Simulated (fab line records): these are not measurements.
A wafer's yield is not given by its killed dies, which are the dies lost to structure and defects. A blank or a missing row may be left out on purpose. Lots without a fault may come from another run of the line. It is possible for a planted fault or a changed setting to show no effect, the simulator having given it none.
A lot that was struck, set against a sound lot | flow n5-finfet | 19 steps out of a route of 1938
Sound: wafers L275.2, L275.5, L275.6. Struck: wafer L280.4 (left out: L280.1, L280.2 of the same lot, which were not struck); the cause appears at the end.
At each step with rows: each side's tool, then ch and its chambers, then its first start. Under that, the readings that differ: sound wafers | struck wafers | difference of the means | sigmas: that difference in standard deviations of wafers without a fault.
alike: same words and numbers on both sides, and readings whose means sit less than 2 such deviations apart. not compared: any withheld reading, any reading some wafer has no value for, any bound like >300 that may hide the same value, and any number with overlapping values for which the record gives no deviation.
Wherever a step has rows on one side only, a row that says differs or no value, or a row with sigmas, the two part there. Numbers that have no deviation but don't overlap get no sigmas and don't part them. A reading missing from all wafers of one side parts the sides only when that side holds two or more wafers.

N5_BEOL_M3_INSPECT_30: inspects for defects (brightfield).
  sound on defect-inspect-01 at day 9 01:34; struck on defect-inspect-01 at day 10 15:31
  alike: raw-defect-count
N5_BEOL_M3_DESCUM_33: chemistry O2, time 7 s.
  sound on rie-diel-04 ch 0,2,3, day 9 01:36; struck on rie-diel-05 ch 2, day 10 15:40
  reading                | sound             | struck | difference | sigmas
  throttle-valve-pct (%) | 20.29 20.38 20.44 | 20.67  | +0.30      | +2
  alike: drypump-motor-current-A, oes-product-au, rf-vpp-V, showerhead-plenum-p-Torr
  not compared: rf-hours-counter-h
then, 1 step without rows for these wafers: N5_BEOL_M3_ETCH_77 (etches underlayer in N2/H2, target depth 6.5 nm, time 5.2 s).
N5_BEOL_M3_ETCH_69: etches SiARC in CF4, target depth 15.6 nm, time 26 s.
  sound on rie-diel-04 ch 0,2,3, day 9 01:39; struck on rie-diel-05 ch 2, day 10 15:43
  reading                | sound             | struck | difference | sigmas
  throttle-valve-pct (%) | 15.37 15.59 15.58 | 15.89  | +0.38      | +2
  alike: cf4-flow-sccm, drypump-motor-current-A, etch-rf-on-time-s, oes-product-au, rf-vpp-V, showerhead-plenum-p-Torr
  not compared: rf-hours-counter-h
N5_BEOL_M3_ALD_98: deposits SiO2, target thk 2.5 nm, pulse time 1 s, co reactant pulse time 1 s.
  sound on ald-sin-01 ch 0,1,2, day 9 01:44; struck on ald-sin-04 ch 0, day 10 15:48
  alike: heater-power-outer-w, heater-power-w, precursor-pulse-height-rel
then, 4 steps without rows for these wafers: N5_BEOL_M3_ETCHBACK_99 (etches SiO2 in CHF3, target depth 5 nm, time 10.4 s); N5_BEOL_M3_ETCH_70 (etches SOC in N2/H2, target depth 80 nm, overetch 16 nm, time 120 s); N5_BEOL_M3_STRIP_71 (strips in N2/H2); N5_BEOL_M3_STRIP_78 (strips in N2/H2).
N5_BEOL_M3_VIA_ETCH_34: etches the open film in C4F6/O2, target depth 69.4 nm, time 65.9 s.
  sound on rie-diel-05 ch 0,1, day 9 16:50; struck on rie-diel-04 ch 0, day 11 01:29
  reading                | sound             | struck | difference | sigmas
  throttle-valve-pct (%) | 30.76 30.78 31.23 | 30.51  | -0.41      | -2
  alike: drypump-motor-current-A, oes-product-au, rf-vpp-V, showerhead-plenum-p-Torr
  not compared: rf-hours-counter-h
then, 2 steps without rows for these wafers: N5_BEOL_M3_STRIP_83 (strips in C4F6/O2); N5_BEOL_M3_STRIP_36 (strips in N2/H2).
N5_BEOL_M3_TRENCH_ETCH_37: etches SiOC in C4F6/O2, target depth 55.555 nm, time 29.2 s.
  sound on rie-diel-05 ch 0,1, day 9 16:56; struck on rie-diel-04 ch 0, day 11 01:35
  reading                             | sound             | struck | difference | sigmas
  throttle-valve-pct (%)              | 20.91 20.92 21.16 | 20.64  | -0.36      | -2
  model.BEOL_M3.feature-depth-nm (nm) | 55.2 55.8 55      | 49     | -6         |
  model.etch.depth-nm (nm)            | 55.23 55.72 55.1  | 49     | -6         |
  alike: drypump-motor-current-A, oes-product-au, rf-vpp-V, showerhead-plenum-p-Torr
  not compared: rf-hours-counter-h
N5_BEOL_M3_ETCH_41: etches SiCN in CH3F/O2, target depth 29.9 nm, time 52.5 s.
  sound on rie-diel-05 ch 0,1; struck on rie-diel-04 ch 0
  reading                | sound             | struck | difference | sigmas
  throttle-valve-pct (%) | 16.39 16.40 16.54 | 16.13  | -0.31      | -2
  alike: drypump-motor-current-A, oes-product-au, rf-vpp-V, showerhead-plenum-p-Torr
  not compared: rf-hours-counter-h
then, 1 step without rows for these wafers: N5_BEOL_M3_STRIP_97 (strips in N2/H2, time 10 s).
N5_BEOL_M3_OCD_MEAS_38:
  sound on ocd-02 at day 9 17:05; struck on ocd-02 at day 11 01:45
  reading              | sound          | struck | difference | sigmas
  trench-depth-nm (nm) | 55.0 55.5 55.2 | 49.4   | -5.8       | -6
then, 1 step without rows for these wafers: N5_BEOL_M3_HM_STRIP_39 (strips TiN in peroxide tin strip, target depth 25 nm, time 158 s).
N5_BEOL_M4_RC_MEAS_101:
  sound on prober-01 ch 0, day 10 11:29; struck on prober-01 ch 0, day 11 16:17
  alike: DIBL_N, DIBL_P, IOFF_N, IOFF_P, ION_N, ION_P, SS_N, SS_P, VT_N, VT_P
N5_PASSIVATION_PROBE_49:
  the record has rows for the sound wafers here (prober-01, day 14 20:41) and none for the struck ones

== WHERE THEY PART ==
At N5_BEOL_M3_DESCUM_33 first; at N5_PASSIVATION_PROBE_49 last (within this record only).

WHY: whatever the simulator had introduced
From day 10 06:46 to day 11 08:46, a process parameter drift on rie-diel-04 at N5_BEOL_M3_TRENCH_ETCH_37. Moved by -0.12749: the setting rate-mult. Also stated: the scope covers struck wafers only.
